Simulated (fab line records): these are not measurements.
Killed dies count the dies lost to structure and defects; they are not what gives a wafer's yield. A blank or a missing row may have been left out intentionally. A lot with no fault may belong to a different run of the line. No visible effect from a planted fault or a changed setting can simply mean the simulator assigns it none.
Which of the tools did it? :: flow nand-harc :: 33 wafers from 11 lots sampled at 5 of the route's 1159 steps

== WHAT THE GAUGES READ, wafer by wafer ==
NHARC_A_BONDPAD_CD_MEAS_13.
lot: L212
measured: day 18 04:05
on: cd-sem-01
cd-nm (nm): 497.8 495.8 496.1

lot: L213
measured: day 18 11:17
on: cd-sem-03
cd-nm (nm): 499.2 497.7 500.6

lot: L214
measured: day 18 15:40
on: cd-sem-02
cd-nm (nm): 500.3 500.3 497.6

lot: L215
measured: day 19 03:58
on: cd-sem-02
cd-nm (nm): 499.0 500.9 498.6

lot: L217
measured: day 18 16:04
on: cd-sem-02
cd-nm (nm): 500.7 500.8 500.0

lot: L218
measured: day 19 12:15
on: cd-sem-02
cd-nm (nm): 499.3 496.9 499.2

lot: L219
measured: day 19 02:41
on: cd-sem-03
cd-nm (nm): 501.7 500.9 501.5

lot: L228
measured: day 22 03:47
on: cd-sem-01
cd-nm (nm): 502.3 500.4 502.5

lot: L233
measured: day 23 12:28
on: cd-sem-01
cd-nm (nm): 501.4 498.8 500.7

lot: L234
measured: day 23 17:08
on: cd-sem-03
cd-nm (nm): 499.0 501.6 497.9

lot: L235
measured: day 24 01:19
on: cd-sem-02
cd-nm (nm): 498.4 498.6 501.0

NHARC_THIN_TSV_CD_MEAS_33 targets a cd of 5000 nm.
lot: L212
measured: day 19 22:59
on: cd-sem-02
cd-nm (nm): 5000.4 4999.8 4999.1

lot: L213
measured: day 19 21:46
on: cd-sem-03
cd-nm (nm): 5001.7 5003.4 5003.5

lot: L214
measured: day 20 00:06
on: cd-sem-03
cd-nm (nm): 5002.4 5000.6 5000.8

lot: L215
measured: day 20 02:28
on: cd-sem-02
cd-nm (nm): 5001.8 5003.3 5002.0

lot: L217
measured: day 20 01:24
on: cd-sem-02
cd-nm (nm): 4996.8 4999.2 5000.5

lot: L218
measured: day 20 10:56
on: cd-sem-03
cd-nm (nm): 5001.0 5000.4 5000.8

lot: L219
measured: day 20 03:59
on: cd-sem-01
cd-nm (nm): 4999.5 5001.7 5001.9

lot: L228
measured: day 22 22:48
on: cd-sem-03
cd-nm (nm): 5000.8 5001.4 5000.5

lot: L233
measured: day 24 09:28
on: cd-sem-01
cd-nm (nm): 5002.8 5000.8 5001.7

lot: L234
measured: day 24 14:46
on: cd-sem-03
cd-nm (nm): 5002.4 5000.6 5001.9

lot: L235
measured: day 24 23:05
on: cd-sem-01
cd-nm (nm): 5003.5 5002.7 5001.2

NHARC_END_SORT_01.
lot: L218
measured: day 21 18:05
on: prober-01
killed-at-array: 116 127 113
killed-at-other: 3 2 1
killed-at-periphery: 4 1 4
killed-dies: 123 130 118
killed-open: 5 2 5
killed-short: 0 2 4

lot: L219
measured: day 21 02:30
on: prober-02
killed-at-array: 104 113 119
killed-at-other: 0 0 1
killed-at-periphery: 1 2 0
killed-dies: 105 115 120
killed-open: 2 1 2
killed-short: 0 1 0

== EACH LOT AND THE TOOL THAT RAN IT (in order: tool; ch and the chambers of the sampled wafers; start) ==
lot: L212
NHARC_A_CHANNEL_FILL_D1_ALD_15: ald-sin-batch-01 ch 0, day 9 20:05
NHARC_THIN_TSV_PVD_19: pvd-sputter-02, day 19 22:59 or earlier

lot: L213
NHARC_A_CHANNEL_FILL_D1_ALD_15: ald-sin-batch-01 ch 0, day 9 20:05
NHARC_THIN_TSV_PVD_19: pvd-sputter-03, day 19 21:46 or earlier

lot: L214
NHARC_A_CHANNEL_FILL_D1_ALD_15: ald-sin-batch-01 ch 0, day 9 20:05
NHARC_THIN_TSV_PVD_19: pvd-sputter-02, day 20 00:06 or earlier

lot: L215
NHARC_A_CHANNEL_FILL_D1_ALD_15: ald-sin-batch-02 ch 0, day 10 03:00
NHARC_THIN_TSV_PVD_19: pvd-sputter-02, day 20 02:28 or earlier

lot: L217
NHARC_A_CHANNEL_FILL_D1_ALD_15: ald-sin-batch-02 ch 0, day 10 03:00
NHARC_THIN_TSV_PVD_19: pvd-sputter-01, day 20 01:24 or earlier

lot: L218
NHARC_A_CHANNEL_FILL_D1_ALD_15: ald-sin-batch-02 ch 0, day 10 09:32
NHARC_THIN_TSV_PVD_19: pvd-sputter-02, day 20 10:56 or earlier

lot: L219
NHARC_A_CHANNEL_FILL_D1_ALD_15: ald-sin-batch-02 ch 0, day 10 09:32
NHARC_THIN_TSV_PVD_19: pvd-sputter-03, day 20 03:59 or earlier

lot: L228
NHARC_A_CHANNEL_FILL_D1_ALD_15: ald-sin-batch-01 ch 0, day 13 07:12
NHARC_THIN_TSV_PVD_19: pvd-sputter-02, day 22 22:48 or earlier

lot: L233
NHARC_A_CHANNEL_FILL_D1_ALD_15: ald-sin-batch-02 ch 0, day 14 12:37
NHARC_THIN_TSV_PVD_19: pvd-sputter-01, day 24 09:28 or earlier

lot: L234
NHARC_A_CHANNEL_FILL_D1_ALD_15: ald-sin-batch-02 ch 0, day 14 16:49
NHARC_THIN_TSV_PVD_19: pvd-sputter-02, day 24 14:46 or earlier

lot: L235
NHARC_A_CHANNEL_FILL_D1_ALD_15: ald-sin-batch-02 ch 0, day 14 20:58
NHARC_THIN_TSV_PVD_19: pvd-sputter-01, day 24 23:05 or earlier
- NHARC_A_CHANNEL_FILL_D1_ALD_15: deposits SiNx, target thk 2 nm, pulse time 60 s, ald cycles 19.
- NHARC_THIN_TSV_PVD_19: deposits TaN, target thk 20 nm.

== WHAT THE TOOLS THEMSELVES READ (means of the sampled wafers that have a number; where no wafer has one, the mark that the record gives instead) ==
NHARC_A_CHANNEL_FILL_D1_ALD_15.
lot: L212
tool: ald-sin-batch-01
precursor-pulse-height-rel: 1.012

lot: L213
tool: ald-sin-batch-01
precursor-pulse-height-rel: 1.013

lot: L214
tool: ald-sin-batch-01
precursor-pulse-height-rel: 0.993

lot: L215
tool: ald-sin-batch-02
precursor-pulse-height-rel: 1.014

lot: L217
tool: ald-sin-batch-02
precursor-pulse-height-rel: 1.022

lot: L218
tool: ald-sin-batch-02
precursor-pulse-height-rel: 1.014

lot: L219
tool: ald-sin-batch-02
precursor-pulse-height-rel: 1.000

lot: L228
tool: ald-sin-batch-01
precursor-pulse-height-rel: 1.012

lot: L233
tool: ald-sin-batch-02
precursor-pulse-height-rel: 1.003

lot: L234
tool: ald-sin-batch-02
precursor-pulse-height-rel: 0.997

lot: L235
tool: ald-sin-batch-02
precursor-pulse-height-rel: 1.013

NHARC_THIN_TSV_PVD_19.
lot: L212
tool: pvd-sputter-02
throttle-valve-pct (%): 29.3

lot: L213
tool: pvd-sputter-03
throttle-valve-pct (%): 30.6

lot: L214
tool: pvd-sputter-02
throttle-valve-pct (%): 30.1

lot: L215
tool: pvd-sputter-02
throttle-valve-pct (%): 29.9

lot: L217
tool: pvd-sputter-01
throttle-valve-pct (%): 31.0

lot: L218
tool: pvd-sputter-02
throttle-valve-pct (%): 29.5

lot: L219
tool: pvd-sputter-03
throttle-valve-pct (%): 30.8

lot: L228
tool: pvd-sputter-02
throttle-valve-pct (%): 29.5

lot: L233
tool: pvd-sputter-01
throttle-valve-pct (%): 30.5

lot: L234
tool: pvd-sputter-02
throttle-valve-pct (%): 29.3

lot: L235
tool: pvd-sputter-01
throttle-valve-pct (%): 30.4

== THE ANSWER, worked out from the rows above alone ==
Rule: what is usual is taken from the lots themselves. The widest of any qualifying gaps counts: lots, ordered by their means at a reading, are off when they make up no more than a third of the lots, leave a main group of 4 or more, and stand apart from it by 3 or more times the standard deviation of that group's means. A main group whose means are all the same, to the digits that the tables above print for the reading, isn't used. Also off: a lot with no number at a reading for which 4 or more lots have one. Where the step has rows for the other lots, those lots are counted as sound. The gauges are gone through in route order, then the tools' own readings, and for those a lot's mean is taken as printed above. At the first step where some lot is off, the reading lying furthest off is the one used; lots without a number count as furthest.
No lot is off on any of the readings shown, so nothing can be concluded from this.

== WHAT THE SIMULATOR HAD INSERTED ==
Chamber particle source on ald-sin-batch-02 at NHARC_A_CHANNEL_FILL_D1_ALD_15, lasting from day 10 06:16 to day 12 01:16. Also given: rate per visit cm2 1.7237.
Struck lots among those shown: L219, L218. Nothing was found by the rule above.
